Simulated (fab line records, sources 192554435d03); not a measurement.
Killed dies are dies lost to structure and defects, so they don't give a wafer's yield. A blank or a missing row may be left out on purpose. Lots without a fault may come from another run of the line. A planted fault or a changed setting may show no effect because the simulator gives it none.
Chamber matching | flow n5_finfet | N5_MOL_CONTACT_COAG_ETCH_47 on rie_diel-01: 4 sister chambers
The step etches SiNx in CH3F/O2, stops on W, target depth 27 nm. 8 wafers are shown with their chamber, then 7 later ones without.

WAFERS WITH THEIR CHAMBER
wafer  | chamber | showerhead_plenum_p_Torr (Torr) | oes_product_au (a.u.)
L079.3 | 2       | 2.13                            | 0.85
L082.1 | 0       | 2.02                            | 0.73
L082.6 | 3       | 1.97                            | 0.82
L085.3 | 1       | 2.13                            | 0.80
L085.4 | 3       | 1.96                            | 0.81
L085.5 | 0       | 2.02                            | 0.72
L092.2 | 2       | 2.13                            | 0.81
L092.4 | 1       | 2.12                            | 0.78

WAFERS WITHOUT THEIR CHAMBER
wafer  | showerhead_plenum_p_Torr (Torr) | oes_product_au (a.u.)
L092.5 | 2.12                            | 0.78
L096.2 | 2.12                            | 0.77
L096.4 | 1.96                            | 0.77
L096.6 | 2.12                            | 0.78
L097.1 | 2.01                            | 0.70
L097.2 | 2.12                            | 0.78
L097.5 | 2.12                            | 0.78

WHICH CHAMBER EACH WENT THROUGH
wafer  | from the rows above | in truth
L092.5 | 1                   | 1
L096.2 | 1                   | 1
L096.4 | 3                   | 3
L096.6 | 1                   | 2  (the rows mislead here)
L097.1 | 0                   | 0
L097.2 | 1                   | 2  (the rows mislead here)
L097.5 | 1                   | 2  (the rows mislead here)
Placed correctly: 4 of 7. Can't be placed from these rows: 0. Placed wrongly: 3.
How it was worked out, from the rows above alone: a wafer's distance from a chamber is the root of the sum, over the readings, of the square of ((its reading less the chamber's mean) divided by the reading's scatter). The wafer belongs to the nearest chamber; if the next one is less than 2 further off, it can't be placed. A chamber's mean is the mean of its shown wafers. The scatter: the root of (the sum of the squares of (reading less its chamber's mean) over the shown wafers, divided by (wafers less chambers)).
